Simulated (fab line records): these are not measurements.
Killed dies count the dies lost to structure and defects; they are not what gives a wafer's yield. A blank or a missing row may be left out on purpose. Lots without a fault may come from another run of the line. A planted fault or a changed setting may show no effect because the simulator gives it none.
A struck lot beside a sound one / flow n5Finfet / 41 steps out of a route of 1938
Sound: the wafers L265.1, L265.5, L265.6. Struck: wafer L274.1 (left out: L274.2, L274.6 of the same lot, which were not struck); the cause appears at the end.
At each step with rows: each side's tool, then ch and its chambers, then its first start. Under that, the readings that differ: sound wafers / struck wafers / difference of the means / sigmas: that difference in standard deviations of wafers without a fault.
alike: a reading whose means differ by less than 2 such deviations, as well as words and numbers matching on both sides. not compared: withheld readings; readings where some wafer has no value; bounds like >300 that might hide an equal value; numbers whose values overlap and for which the record gives no deviation.
A row with sigmas, a row that says differs or no value, or rows on one side alone: a step with any of these is where the two part. Non-overlapping numbers with no deviation appear without sigmas and do not part them. Lack of a reading on every wafer of one side parts them only where that side has two or more wafers.

N5_BEOL_M1_CD_MEAS_35: target cd 18 nm, target cd y 21 nm.
  struck on cdSem-01, day 8 14:32; sound on cdSem-01, day 6 09:08
  alike: cdNm
then, 3 steps without rows for these wafers: N5_BEOL_M1_DEGAS_44 (time 60 s); N5_BEOL_M1_PRE_CLEAN_45 (time 30 s); N5_BEOL_M1_ALD_84 (deposits TaN, pulse time 2 s, purge time 3 s, co reactant purge time 2 s).
N5_BEOL_M1_SURFACE_TREAT_85:
  struck on pvdSputter-01, day 8 15:13; sound on pvdSputter-01, day 6 09:46
  not compared: pressureMtorr, throttleValvePct
then, 6 steps without rows for these wafers: N5_BEOL_M1_CVD_47 (deposits Co from CCTBA/H2, target thk 3 nm, time 223.8 s); N5_BEOL_M1_SPUTTER_48 (material Cu, target thk 4.5 nm, time 8.29 s); N5_BEOL_M1_ANNEAL_49 (time 240 s); N5_BEOL_M1_SPUTTER_79 (material Cu, target thk 4.5 nm, time 8.29 s); N5_BEOL_M1_ANNEAL_80 (time 240 s); N5_BEOL_M1_SPUTTER_81 (material Cu, target thk 4.5 nm, time 8.29 s).
N5_BEOL_M1_ANNEAL_82: time 240 s.
  struck on pvdSputter-02, day 8 17:07; sound on pvdSputter-03, day 6 10:37
  alike: heaterPowerW
N5_BEOL_M1_SPUTTER_86: material Cu, target thk 4.5 nm, time 8.29 s.
  struck on pvdSputter-02, day 8 17:16; sound on pvdSputter-03, day 6 10:46
reading=chuckSensorTempC (C); sound=-14.6 -15.5 -14.8; struck=-16.1; difference=-1.1; sigmas=-2
  alike: substrateTempC, throttleValvePct
then, 1 step without rows for these wafers: N5_BEOL_M1_ANNEAL_87 (time 240 s).
N5_BEOL_M1_SPUTTER_88: material Cu, target thk 4.5 nm, time 8.29 s.
  struck on pvdSputter-02, day 8 17:29; sound on pvdSputter-03, day 6 10:59
reading=chuckSensorTempC (C); sound=-14.7 -15.9 -14.8; struck=-16.2; difference=-1.1; sigmas=-2
  alike: substrateTempC, throttleValvePct
N5_BEOL_M1_ANNEAL_89: time 240 s.
  struck on pvdSputter-02, day 8 17:34; sound on pvdSputter-03, day 6 11:04
  alike: heaterPowerW
then, 9 steps without rows for these wafers: N5_BEOL_M1_SPUTTER_90 (material Cu, target thk 4.5 nm, time 8.29 s); N5_BEOL_M1_ANNEAL_91 (time 240 s); N5_BEOL_M1_SPUTTER_92 (material Cu, target thk 4.5 nm, time 8.29 s); N5_BEOL_M1_ANNEAL_93 (time 240 s); N5_BEOL_M1_SPUTTER_94 (material Cu, target thk 4.5 nm, time 8.29 s); N5_BEOL_M1_ANNEAL_95 (time 240 s); N5_BEOL_M1_SPUTTER_96 (material Cu, target thk 4.5 nm, time 8.29 s); N5_BEOL_M1_ECD_50 (material Cu, target thk 300 nm); N5_BEOL_M1_ANNEAL_51 (time 90 s).
N5_BEOL_M1_CMP_52: polishes, stops on SiOC, t overpolish 6.8 s, target thk 40 nm.
  sound on cmp-02 ch 0,3, day 6 12:21; struck on cmp-02 ch 0, day 8 18:51
reading=barrierFieldEndpointS (s); sound=25.1 25.6 26.1; struck=24.3; difference=-1.3; sigmas=-2
reading=timeToEndpointS (s); sound=66.3 68.0 65.9; struck=60.7; difference=-6.0; sigmas=-3
  alike: clearingPlatenDownForcePsi, motorCurrentA, overpolishRunS
then, 4 steps without rows for these wafers: N5_BEOL_M1_PRE_CLEAN_60 (time 15 s); N5_BEOL_M1_CO_CAP_55 (material Co, precursor CCTBA/H2, target thk 2 nm, time 102.1 s); N5_BEOL_M1_PRE_CLEAN_56 (time 15 s); N5_BEOL_M1_DEP_57 (deposits SiCN from 3MS/NH3, target thk 8 nm, time 14 s).
N5_BEOL_M1_RS_MEAS_58: measurement is done with a four-point probe.
  struck on filmMetro-02, day 8 19:25; sound on filmMetro-02, day 6 12:58
  alike: M1_RS
then, 1 step without rows for these wafers: N5_BEOL_M2_ILD_DEP_00 (deposits SiOC from DEMS/O2, target thk 79 nm, time 15.3 s).
N5_BEOL_M2_THK_MEAS_01:
  struck on filmMetro-02, day 8 19:32; sound on filmMetro-01, day 6 13:05
  alike: M2_ILD_THK
then, 7 steps without rows for these wafers: N5_BEOL_M2_PECVD_72 (deposits SiO2 from TEOS/O2, target thk 16 nm, time 18 s); N5_BEOL_M2_HM_DEP_02 (deposits TiN, target thk 20 nm); N5_BEOL_M2_COAT_61 (time 60 s, resist thk 60 nm); N5_BEOL_M2_COAT_62 (time 60 s, resist thk 12 nm); N5_BEOL_M2_COAT_73 (time 60 s, resist thk 5 nm); N5_BEOL_M2_COAT_05 (resist thk 30 nm); N5_BEOL_M2_EBR_07.
-- here the record skips 6 days between the struck wafers' starts before and after, leaving off in module BEOL_M2 and picking up in module PASSIVATION (first step shown: number 1936 of the route) --
N5_PASSIVATION_PROBE_49:
  struck on prober-02, day 14 16:00; sound on prober-01, day 12 03:32
reading=defectLimitedYield (%); sound=90.7 91.4 91.1; struck=82.0; difference=-9.1; sigmas=-6
reading=killed_at_M0_to_M3; sound=48 36 50; struck=156; difference=+111; sigmas=+9
reading=killedDies; sound=110 101 105; struck=212; difference=+107; sigmas=+6
reading=sort_bin_5_function (%); sound=5.9 4.9 5.6; struck=11.4; difference=+5.9; sigmas=+5
reading=sortNPass; sound=1070 1079 1075; struck=968; difference=-107; sigmas=-6
reading=sortYieldPct (%); sound=90.7 91.4 91.1; struck=82.0; difference=-9.1; sigmas=-6
  alike: killed_at_M4_up, killedAtContacts, killedAtFrontEnd, killedAtOther, killedOpen, killedShort, sort_bin_6_memory

## WHERE THEY PART
At N5_BEOL_M1_SPUTTER_86 first; at N5_PASSIVATION_PROBE_49 last (within this record only).

WHY: what the simulator had put in
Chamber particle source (pvdSputter-02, N5_BEOL_M1_SPUTTER_86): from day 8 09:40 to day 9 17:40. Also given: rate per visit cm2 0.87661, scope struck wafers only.
